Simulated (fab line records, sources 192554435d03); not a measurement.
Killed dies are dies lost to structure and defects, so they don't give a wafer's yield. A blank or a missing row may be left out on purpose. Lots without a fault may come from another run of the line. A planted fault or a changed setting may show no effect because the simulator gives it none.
Which tool did it? | flow n5_finfet | 24 lots, 72 wafers sampled, at 2 steps of a route of 1938

WHAT THE GAUGES READ, wafer by wafer
N5_HKMG_FIN_INSPECT_61: inspects for defects (macro).
lot  | measured    | on                | raw_defect_count
L074 | day 4 01:46 | defect_inspect-02 | 2 1 2
L075 | day 4 11:13 | defect_inspect-01 | 2 3 4
L076 | day 4 12:02 | defect_inspect-02 | 5 2 4
L077 | day 4 21:49 | defect_inspect-01 | 2 2 2
L078 | day 4 23:37 | defect_inspect-01 | 2 2 1
L079 | day 5 04:46 | defect_inspect-02 | 4 1 3
L080 | day 5 16:17 | defect_inspect-02 | 3 4 2
L081 | day 5 16:58 | defect_inspect-01 | 0 0 1
L082 | day 6 02:23 | defect_inspect-01 | 3 2 5
L083 | day 6 04:47 | defect_inspect-01 | 2 3 0
L084 | day 6 15:26 | defect_inspect-02 | 2 1 0
L085 | day 6 20:47 | defect_inspect-01 | 8 1 1
L086 | day 7 02:57 | defect_inspect-01 | 2 2 1
L087 | day 7 08:17 | defect_inspect-02 | 1 4 2
L088 | day 7 14:07 | defect_inspect-02 | 3 3 3
L089 | day 7 19:50 | defect_inspect-02 | 2 4 3
L090 | day 7 23:10 | defect_inspect-02 | 2 0 3
L091 | day 8 04:40 | defect_inspect-02 | 1 4 2
L092 | day 8 11:02 | defect_inspect-02 | 3 3 4
L093 | day 8 19:06 | defect_inspect-02 | 0 3 6
L094 | day 9 03:34 | defect_inspect-01 | 1 3 3
L095 | day 9 05:17 | defect_inspect-01 | 4 1 2
L096 | day 9 12:26 | defect_inspect-02 | 3 3 2
L097 | day 9 18:12 | defect_inspect-01 | 3 0 2

N5_HKMG_FIN_INSPECT_14: inspects for defects (macro).
lot  | measured    | on                | raw_defect_count
L074 | day 4 05:18 | defect_inspect-01 | 1 0 2
L075 | day 4 14:34 | defect_inspect-01 | 2 2 1
L076 | day 4 15:24 | defect_inspect-02 | 2 2 1
L077 | day 5 01:20 | defect_inspect-02 | 1 3 1
L078 | day 5 02:52 | defect_inspect-02 | 2 4 4
L079 | day 5 08:08 | defect_inspect-02 | 2 3 2
L080 | day 5 19:44 | defect_inspect-02 | 3 4 0
L081 | day 5 20:28 | defect_inspect-02 | 3 1 1
L082 | day 6 05:53 | defect_inspect-02 | 5 2 1
L083 | day 6 08:10 | defect_inspect-01 | 2 6 2
L084 | day 6 18:43 | defect_inspect-01 | 2 1 2
L085 | day 7 00:37 | defect_inspect-01 | 1 2 1
L086 | day 7 06:13 | defect_inspect-01 | 0 0 1
L087 | day 7 11:49 | defect_inspect-01 | 1 6 3
L088 | day 7 17:30 | defect_inspect-02 | 3 0 1
L089 | day 7 23:14 | defect_inspect-02 | 2 0 1
L090 | day 8 02:47 | defect_inspect-01 | 1 1 2
L091 | day 8 08:04 | defect_inspect-01 | 1 1 0
L092 | day 8 14:20 | defect_inspect-02 | 4 5 2
L093 | day 8 22:21 | defect_inspect-01 | 2 3 2
L094 | day 9 07:11 | defect_inspect-02 | 1 2 2
L095 | day 9 09:44 | defect_inspect-01 | 4 4 2
L096 | day 9 16:38 | defect_inspect-01 | 5 3 1
L097 | day 9 22:05 | defect_inspect-01 | 3 2 1

WHICH TOOL RAN EACH LOT (tool, then ch and the chambers of the sampled wafers, then the start)
The record holds no process step before these readings.

WHAT THE TOOLS THEMSELVES READ (means of the sampled wafers that have a number; where no wafer has one, the mark that the record gives instead)
The record holds no such reading with a usual standard deviation.

THE ANSWER, worked out from the rows above alone
Rule: what is usual is taken from the lots themselves. Put in order of their means at a reading, lots are off if they are a third of the lots or fewer, leave a main group of 4 or more, and stand apart from it by a gap of 3 or more times the standard deviation of the main group's means; of several such gaps the widest counts. A main group whose means are all the same, to the digits that the tables above print for the reading, isn't used. A lot without any number at a reading at which 4 lots or more have one is off too. The other lots that the step has rows for count as sound. The gauges are gone through in route order, then the tools' own readings, and for those a lot's mean is taken as printed above. The first step at which some lot is off is used, and at that step the reading that is off furthest; a lot without a number counts as furthest.
No lot is off at any reading shown: from this, nothing can be told.

WHAT THE SIMULATOR HAD PUT IN
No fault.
